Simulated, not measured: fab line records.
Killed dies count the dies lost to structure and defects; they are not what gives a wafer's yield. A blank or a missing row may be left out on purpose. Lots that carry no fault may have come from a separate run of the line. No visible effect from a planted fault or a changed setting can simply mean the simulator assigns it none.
Which tool was responsible? :: flow nand-harc :: 39 wafers from 13 lots sampled at 5 of the route's 1159 steps

== WHAT THE GAUGES SHOWED, per wafer ==
NHARC_END_SORT_01.
lot: L187
measured: day 21 11:05
on: prober-01
killed-at-array: 27 44 46
killed-at-other: 0 0 3
killed-at-periphery: 12 11 8
killed-dies: 39 55 57
killed-open: 1 6 4
killed-short: 1 1 2

lot: L193
measured: day 22 15:24
on: prober-01
killed-at-array: 28 30 24
killed-at-other: 0 1 1
killed-at-periphery: 4 1 3
killed-dies: 32 32 28
killed-open: 2 1 1
killed-short: 3 4 3

lot: L194
measured: day 23 20:34
on: prober-02
killed-at-array: 27 29 42
killed-at-other: 1 0 0
killed-at-periphery: 8 2 5
killed-dies: 36 31 47
killed-open: 0 4 6
killed-short: 2 0 2

== TOOL THAT RAN EACH LOT (tool first, then ch and the chambers of the sampled wafers, then the start) ==
lot: L181
NHARC_P_GATE_HM_DEP_102: acl-dep-01 ch 0, day 4 13:49
NHARC_THIN_TSV_ETCHBACK_48: rie-diel-07 ch 0,1,3, day 19 02:26
NHARC_THIN_TSV_PVD_19: pvd-sputter-02, no start
NHARC_THIN_TSV_PVD_51: pvd-sputter-02, no start

lot: L180
NHARC_P_GATE_HM_DEP_102: acl-dep-03 ch 0, day 4 14:14
NHARC_THIN_TSV_ETCHBACK_48: rie-diel-10 ch 0,1, day 19 03:34
NHARC_THIN_TSV_PVD_19: pvd-sputter-03, no start
NHARC_THIN_TSV_PVD_51: pvd-sputter-03, no start

lot: L183
NHARC_P_GATE_HM_DEP_102: acl-dep-01 ch 0, day 5 04:26
NHARC_THIN_TSV_ETCHBACK_48: rie-diel-07 ch 0,2,3, day 19 06:01
NHARC_THIN_TSV_PVD_19: pvd-sputter-02, no start
NHARC_THIN_TSV_PVD_51: pvd-sputter-02, no start

lot: L182
NHARC_P_GATE_HM_DEP_102: acl-dep-01 ch 0, day 5 05:12
NHARC_THIN_TSV_ETCHBACK_48: rie-diel-07 ch 1,3, day 19 04:46
NHARC_THIN_TSV_PVD_19: pvd-sputter-02, no start
NHARC_THIN_TSV_PVD_51: pvd-sputter-02, no start

lot: L187
NHARC_P_GATE_HM_DEP_102: acl-dep-02 ch 0, day 6 19:52
NHARC_THIN_TSV_ETCHBACK_48: rie-diel-07 ch 0,1, day 20 18:55
NHARC_THIN_TSV_PVD_19: pvd-sputter-01, day 21 11:05 or earlier
NHARC_THIN_TSV_PVD_51: pvd-sputter-01, day 21 11:05 or earlier

lot: L192
NHARC_P_GATE_HM_DEP_102: acl-dep-01 ch 0, day 7 23:05
NHARC_THIN_TSV_ETCHBACK_48: rie-diel-08 ch 0,1,2, day 21 18:10
NHARC_THIN_TSV_PVD_19: pvd-sputter-02, no start
NHARC_THIN_TSV_PVD_51: pvd-sputter-02, no start

lot: L193
NHARC_P_GATE_HM_DEP_102: acl-dep-03 ch 0, day 7 23:40
NHARC_THIN_TSV_ETCHBACK_48: rie-diel-07 ch 0,2,3, day 22 01:10
NHARC_THIN_TSV_PVD_19: pvd-sputter-02, day 22 15:24 or earlier
NHARC_THIN_TSV_PVD_51: pvd-sputter-02, day 22 15:24 or earlier

lot: L194
NHARC_P_GATE_HM_DEP_102: acl-dep-01 ch 0, day 8 06:23
NHARC_THIN_TSV_ETCHBACK_48: rie-diel-08 ch 0,1,3, day 23 02:44
NHARC_THIN_TSV_PVD_19: pvd-sputter-01, day 23 20:34 or earlier
NHARC_THIN_TSV_PVD_51: pvd-sputter-01, day 23 20:34 or earlier

lot: L196
NHARC_P_GATE_HM_DEP_102: acl-dep-03 ch 0, day 8 19:16
NHARC_THIN_TSV_ETCHBACK_48: rie-diel-07 ch 0,1,3, day 23 05:26
NHARC_THIN_TSV_PVD_19: pvd-sputter-03, no start
NHARC_THIN_TSV_PVD_51: pvd-sputter-03, no start

lot: L198
NHARC_P_GATE_HM_DEP_102: acl-dep-01 ch 0, day 9 05:02
NHARC_THIN_TSV_ETCHBACK_48: rie-diel-07 ch 1,2, day 23 04:11
NHARC_THIN_TSV_PVD_19: pvd-sputter-03, no start
NHARC_THIN_TSV_PVD_51: pvd-sputter-03, no start

lot: L200
NHARC_P_GATE_HM_DEP_102: acl-dep-02 ch 0, day 9 19:41
NHARC_THIN_TSV_ETCHBACK_48: rie-diel-07 ch 0,2,3, day 24 06:27
NHARC_THIN_TSV_PVD_19: pvd-sputter-01, no start
NHARC_THIN_TSV_PVD_51: pvd-sputter-01, no start

lot: L203
NHARC_P_GATE_HM_DEP_102: acl-dep-02 ch 0, day 10 08:43
NHARC_THIN_TSV_ETCHBACK_48: rie-diel-07 ch 0,2, day 24 10:26
NHARC_THIN_TSV_PVD_19: pvd-sputter-01, no start
NHARC_THIN_TSV_PVD_51: pvd-sputter-01, no start

lot: L202
NHARC_P_GATE_HM_DEP_102: acl-dep-02 ch 0, day 10 09:15
NHARC_THIN_TSV_ETCHBACK_48: rie-diel-07 ch 0,1,3, day 23 17:52
NHARC_THIN_TSV_PVD_19: pvd-sputter-02, no start
NHARC_THIN_TSV_PVD_51: pvd-sputter-02, no start
- NHARC_P_GATE_HM_DEP_102: deposits aC, target thk 120 nm.
- NHARC_THIN_TSV_ETCHBACK_48: etches the open film in C4F8/Ar, target depth 1028.5 nm, time 405.17 s.
- NHARC_THIN_TSV_PVD_19: deposits TaN, target thk 20 nm.
- NHARC_THIN_TSV_PVD_51: deposits Cu, target thk 100 nm.

== AS READ BY THE TOOLS THEMSELVES (means over the sampled wafers that have a number; for cases with no such wafer, the mark the record gives instead) ==
NHARC_P_GATE_HM_DEP_102.
lot: L181
tool: acl-dep-01
throttle-valve-pct (%): 35.004

lot: L180
tool: acl-dep-03
throttle-valve-pct (%): 34.999

lot: L183
tool: acl-dep-01
throttle-valve-pct (%): 34.998

lot: L182
tool: acl-dep-01
throttle-valve-pct (%): 34.998

lot: L187
tool: acl-dep-02
throttle-valve-pct (%): 34.994

lot: L192
tool: acl-dep-01
throttle-valve-pct (%): 35.001

lot: L193
tool: acl-dep-03
throttle-valve-pct (%): 35.003

lot: L194
tool: acl-dep-01
throttle-valve-pct (%): 34.998

lot: L196
tool: acl-dep-03
throttle-valve-pct (%): 35.004

lot: L198
tool: acl-dep-01
throttle-valve-pct (%): 34.998

lot: L200
tool: acl-dep-02
throttle-valve-pct (%): 35.005

lot: L203
tool: acl-dep-02
throttle-valve-pct (%): 34.998

lot: L202
tool: acl-dep-02
throttle-valve-pct (%): 34.996

NHARC_THIN_TSV_ETCHBACK_48.
lot: L181
tool: rie-diel-07
chamber-pressure-mTorr (mTorr): 24.995
oes-product-au (a.u.): 1.01
rf-vpp-V (V): 548

lot: L180
tool: rie-diel-10
chamber-pressure-mTorr (mTorr): 24.983
oes-product-au (a.u.): 0.93
rf-vpp-V (V): 546

lot: L183
tool: rie-diel-07
chamber-pressure-mTorr (mTorr): 25.000
oes-product-au (a.u.): 1.01
rf-vpp-V (V): 546

lot: L182
tool: rie-diel-07
chamber-pressure-mTorr (mTorr): 25.018
oes-product-au (a.u.): 1.01
rf-vpp-V (V): 547

lot: L187
tool: rie-diel-07
chamber-pressure-mTorr (mTorr): 25.029
oes-product-au (a.u.): 0.94
rf-vpp-V (V): 551

lot: L192
tool: rie-diel-08
chamber-pressure-mTorr (mTorr): 24.991
oes-product-au (a.u.): 1.00
rf-vpp-V (V): 546

lot: L193
tool: rie-diel-07
chamber-pressure-mTorr (mTorr): 25.000
oes-product-au (a.u.): 0.92
rf-vpp-V (V): 547

lot: L194
tool: rie-diel-08
chamber-pressure-mTorr (mTorr): 24.998
oes-product-au (a.u.): 0.92
rf-vpp-V (V): 545

lot: L196
tool: rie-diel-07
chamber-pressure-mTorr (mTorr): 24.995
oes-product-au (a.u.): 0.98
rf-vpp-V (V): 547

lot: L198
tool: rie-diel-07
chamber-pressure-mTorr (mTorr): 25.003
oes-product-au (a.u.): 1.01
rf-vpp-V (V): 547

lot: L200
tool: rie-diel-07
chamber-pressure-mTorr (mTorr): 25.015
oes-product-au (a.u.): 1.00
rf-vpp-V (V): 545

lot: L203
tool: rie-diel-07
chamber-pressure-mTorr (mTorr): 25.007
oes-product-au (a.u.): 0.92
rf-vpp-V (V): 547

lot: L202
tool: rie-diel-07
chamber-pressure-mTorr (mTorr): 25.003
oes-product-au (a.u.): 1.00
rf-vpp-V (V): 548

NHARC_THIN_TSV_PVD_19.
lot: L181
tool: pvd-sputter-02
chamber-pressure-pa (Pa): 4.997
throttle-valve-pct (%): 30.0

lot: L180
tool: pvd-sputter-03
chamber-pressure-pa (Pa): 5.008
throttle-valve-pct (%): 29.7

lot: L183
tool: pvd-sputter-02
chamber-pressure-pa (Pa): 4.999
throttle-valve-pct (%): 30.3

lot: L182
tool: pvd-sputter-02
chamber-pressure-pa (Pa): 5.001
throttle-valve-pct (%): 30.1

lot: L187
tool: pvd-sputter-01
chamber-pressure-pa (Pa): 4.998
throttle-valve-pct (%): 31.1

lot: L192
tool: pvd-sputter-02
chamber-pressure-pa (Pa): 4.992
throttle-valve-pct (%): 30.7

lot: L193
tool: pvd-sputter-02
chamber-pressure-pa (Pa): 4.995
throttle-valve-pct (%): 30.9

lot: L194
tool: pvd-sputter-01
chamber-pressure-pa (Pa): 4.992
throttle-valve-pct (%): 31.2

lot: L196
tool: pvd-sputter-03
chamber-pressure-pa (Pa): 4.993
throttle-valve-pct (%): 30.0

lot: L198
tool: pvd-sputter-03
chamber-pressure-pa (Pa): 4.996
throttle-valve-pct (%): 30.0

lot: L200
tool: pvd-sputter-01
chamber-pressure-pa (Pa): 5.008
throttle-valve-pct (%): 31.5

lot: L203
tool: pvd-sputter-01
chamber-pressure-pa (Pa): 4.997
throttle-valve-pct (%): 31.2

lot: L202
tool: pvd-sputter-02
chamber-pressure-pa (Pa): 5.007
throttle-valve-pct (%): 30.4

NHARC_THIN_TSV_PVD_51.
lot: L181
tool: pvd-sputter-02
chamber-pressure-pa (Pa): 4.999
throttle-valve-pct (%): 30.6

lot: L180
tool: pvd-sputter-03
chamber-pressure-pa (Pa): 4.998
throttle-valve-pct (%): 29.7

lot: L183
tool: pvd-sputter-02
chamber-pressure-pa (Pa): 4.987
throttle-valve-pct (%): 30.3

lot: L182
tool: pvd-sputter-02
chamber-pressure-pa (Pa): 5.006
throttle-valve-pct (%): 30.1

lot: L187
tool: pvd-sputter-01
chamber-pressure-pa (Pa): 4.994
throttle-valve-pct (%): 31.3

lot: L192
tool: pvd-sputter-02
chamber-pressure-pa (Pa): 4.997
throttle-valve-pct (%): 30.3

lot: L193
tool: pvd-sputter-02
chamber-pressure-pa (Pa): 4.990
throttle-valve-pct (%): 30.0

lot: L194
tool: pvd-sputter-01
chamber-pressure-pa (Pa): 4.993
throttle-valve-pct (%): 31.1

lot: L196
tool: pvd-sputter-03
chamber-pressure-pa (Pa): 5.002
throttle-valve-pct (%): 30.0

lot: L198
tool: pvd-sputter-03
chamber-pressure-pa (Pa): 4.991
throttle-valve-pct (%): 29.7

lot: L200
tool: pvd-sputter-01
chamber-pressure-pa (Pa): 4.996
throttle-valve-pct (%): 31.1

lot: L203
tool: pvd-sputter-01
chamber-pressure-pa (Pa): 5.007
throttle-valve-pct (%): 31.3

lot: L202
tool: pvd-sputter-02
chamber-pressure-pa (Pa): 5.008
throttle-valve-pct (%): 29.9

== THE ANSWER, worked out from the rows above alone ==
Rule: the lots themselves supply what counts as usual. The widest of any qualifying gaps counts: lots, ordered by their means at a reading, are off when they make up no more than a third of the lots, leave a main group of 4 or more, and stand apart from it by 3 or more times the standard deviation of that group's means. A main group is skipped when, at the precision printed for the reading in the tables above, its means are all equal. Also off: a lot with no number at a reading for which 4 or more lots have one. The other lots that the step has rows for count as sound. First the gauges in route order, then the tools' own readings, where a lot's mean is used as printed above. At the first step where some lot is off, the reading lying furthest off is the one used; lots without a number count as furthest.
Off: L187 (NHARC_THIN_TSV_ETCHBACK_48, rf-vpp-V). The main group has a mean of 547 V with a standard deviation of 0.95.
A tool fits if, at that step or a process step before it, it ran every lot that is off, and no sound lot after the first of them. No candidate that was tried fits.

== WHAT THE SIMULATOR HAD PUT IN ==
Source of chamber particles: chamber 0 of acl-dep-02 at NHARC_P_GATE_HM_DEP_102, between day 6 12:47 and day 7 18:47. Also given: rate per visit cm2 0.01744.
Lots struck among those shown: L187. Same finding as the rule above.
